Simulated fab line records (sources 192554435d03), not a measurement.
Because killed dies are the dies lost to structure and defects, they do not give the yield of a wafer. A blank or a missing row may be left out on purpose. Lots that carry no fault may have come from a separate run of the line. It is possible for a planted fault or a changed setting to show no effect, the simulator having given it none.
Matching of chambers    flow n5 finfet    N5_BEOL_M10_ETCH_61 on rie diel-04 has 4 sister chambers
The step etches SiARC in CF4, target depth 39 nm, time 65 s. 4 wafers are shown with their chamber, then 7 later ones without.

== EACH WAFER AND ITS CHAMBER ==
wafer   chamber  showerhead plenum p Torr (Torr)
L074.3  0        2.11
L089.3  1        2.09
L089.5  2        2.16
L086.5  3        2.16

== WAFERS WITHOUT THEIR CHAMBER ==
wafer   showerhead plenum p Torr (Torr)
L086.6  2.10
L088.2  2.09
L088.3  2.15
L088.5  2.15
L093.1  2.10
L093.3  2.08
L093.6  2.09

== WHICH CHAMBER EACH ONE RAN IN ==
wafer   from the rows above      in truth
L086.6  can't be placed: 0 or 1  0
L088.2  1                        1
L088.3  can't be placed: 2 or 3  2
L088.5  can't be placed: 2 or 3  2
L093.1  can't be placed: 0 or 1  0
L093.3  1                        1
L093.6  1                        1
Correct placement for 3 of the 7. Not placeable from these rows: 4 (in 4, the candidates include the true chamber). Wrongly placed: 0.
How it was worked out, from the rows above alone: a wafer's distance from a chamber is the root of the sum, over the readings, of the square of ((its reading less the chamber's mean) divided by the reading's scatter). If the next closest chamber is less than 2 further off than the closest, the wafer can't be placed; otherwise it belongs to the closest. For every chamber, the mean is computed from those of its wafers that are shown. The scatter: with one shown wafer a chamber, the root of the mean of the squares of how far each hidden wafer lies from its nearest shown one.
